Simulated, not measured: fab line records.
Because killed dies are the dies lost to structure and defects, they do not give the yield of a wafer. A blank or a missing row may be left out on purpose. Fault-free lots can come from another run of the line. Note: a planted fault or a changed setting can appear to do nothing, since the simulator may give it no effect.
Comparing a struck lot with a sound one :: flow nand harc :: 15 out of 1302 route steps
Sound: wafers L264.2, L264.4, L264.6. Struck: wafers L273.3, L273.4, L273.5. The cause is named last.
Order at every step that has rows: each side's tool, ch and its chambers, its first start. Under that, the readings that differ: sound wafers :: struck wafers :: difference of the means :: sigmas: that difference in standard deviations of wafers without a fault.
alike: words and numbers the same on both sides, and readings whose means are apart by under 2 such deviations; not compared: readings that were withheld, readings missing a value for some wafer, numbers with overlapping values and no deviation given by the record, and bounds like >300 which may hide the same value.
A row with sigmas, a row that says differs or no value, or rows on one side alone: a step with any of these is where the two part. Numbers that have no deviation but don't overlap get no sigmas and don't part them. A reading missing from all wafers of one side parts the sides only when that side holds two or more wafers.

first, 4 steps without rows for these wafers: NHARC_A_M0_EBR_05; NHARC_A_M0_EXPOSE_06 (exposes mask A M0, target cd 80 nm); NHARC_A_M0_PEB_07 (peb time 65 s); NHARC_A_M0_DEVELOP_08 (develop time 35 s).
NHARC_A_M0_CD_MEAS_09: target cd 80 nm.
  sound on cd sem-03 ch 0, day 24 02:01; struck on cd sem-02 ch 0, day 28 18:07
  alike: cd nm
NHARC_A_M0_OVL_MEAS_10: pitch 160 nm.
  sound on overlay-01, day 24 02:06; struck on overlay-01, day 28 18:11
  alike: overlay x nm, overlay y nm
NHARC_A_M0_INSPECT_11:
  sound on defect inspect-01, day 24 02:08; struck on defect inspect-02, day 28 18:14
  alike: raw defect count
NHARC_A_M0_DESCUM_14: chemistry O2, time 3 s.
  sound on rie diel-08 ch 0,3, day 24 02:12; struck on rie diel-11 ch 0,2, day 28 18:17
  alike: drypump motor current A, oes product au, rf vpp V, showerhead plenum p Torr, throttle valve pct
  not compared: rf hours counter h
NHARC_A_M0_ETCH_34: etches the open film in N2/H2, target depth 40 nm, overetch 12 nm, time 43.94 s.
  sound on rie diel-08 ch 1,2, day 24 02:17; struck on rie diel-11 ch 1,3, day 28 18:23
reading: rf vpp V (V)
sound: 434.8 434.0 433.3
struck: 431.7 429.8 429.8
difference: -3.6
sigmas: -2

reading: showerhead plenum p Torr (Torr)
sound: 2.13 2.19 2.19
struck: 2.12 1.98 1.98
difference: -0.14
sigmas: -2
  alike: drypump motor current A, h2 flow sccm, oes product au, throttle valve pct
  not compared: rf hours counter h
NHARC_A_M0_ETCH_15: etches the open film in C4F8/Ar, target depth 150 nm, overetch 15 nm, time 82.5 s.
  sound: rie diel-08 ch 1,2,3; struck: rie diel-11 ch 0,1,3
  alike: oes product au, rf vpp V
  not compared: rf hours counter h
NHARC_A_M0_CD_MEAS_16:
  sound on cd sem-01, day 24 02:30; struck on cd sem-02, day 28 18:35
reading: cd nm (nm)
sound: 79.5 79.4 79.2
struck: 81.4 81.4 80.9
difference: +1.9
sigmas: +2
NHARC_A_M0_STRIP_18: strips in N2/H2.
  sound on rie diel-09 ch 1,2,3, day 24 02:34; struck on rie diel-11 ch 0,1,3, day 28 18:43
  alike: chamber pressure mTorr, drypump motor current A, h2 flow sccm, oes product au, rf vpp V, showerhead plenum p Torr, throttle valve pct
  not compared: rf hours counter h
NHARC_A_M0_STRIP_19: strips in post etch residue remover, time 600 s.
  sound on wet bench-09 ch 0,1,4, day 24 02:50; struck on wet bench-06 ch 2,5,6, day 28 18:57
  no value came back on the struck wafers for bath heat duty pct (%), run length s (s); on the sound wafers bath heat duty pct (%) reads 12.4 15.1 14.1
NHARC_A_M0_DEGAS_28: time 60 s.
  sound on pvd sputter-01, day 24 03:07; struck on pvd sputter-03, day 28 19:13
  alike: heater power w, susceptor temp C
NHARC_END_SORT_01:
  sound on prober-01 ch 0, day 25 17:05; struck on prober-01 ch 0, day 30 18:38
  alike: defect limited yield, killed at array, killed at other, killed at periphery, killed dies, killed open, killed short

## WHERE THEY PART
Last at NHARC_A_M0_STRIP_19 as far as this record goes, first at NHARC_A_M0_ETCH_34. Later steps at which nothing parts them and some readings are alike: NHARC_A_M0_DEGAS_28, NHARC_END_SORT_01.

WHY: the cause the simulator had injected
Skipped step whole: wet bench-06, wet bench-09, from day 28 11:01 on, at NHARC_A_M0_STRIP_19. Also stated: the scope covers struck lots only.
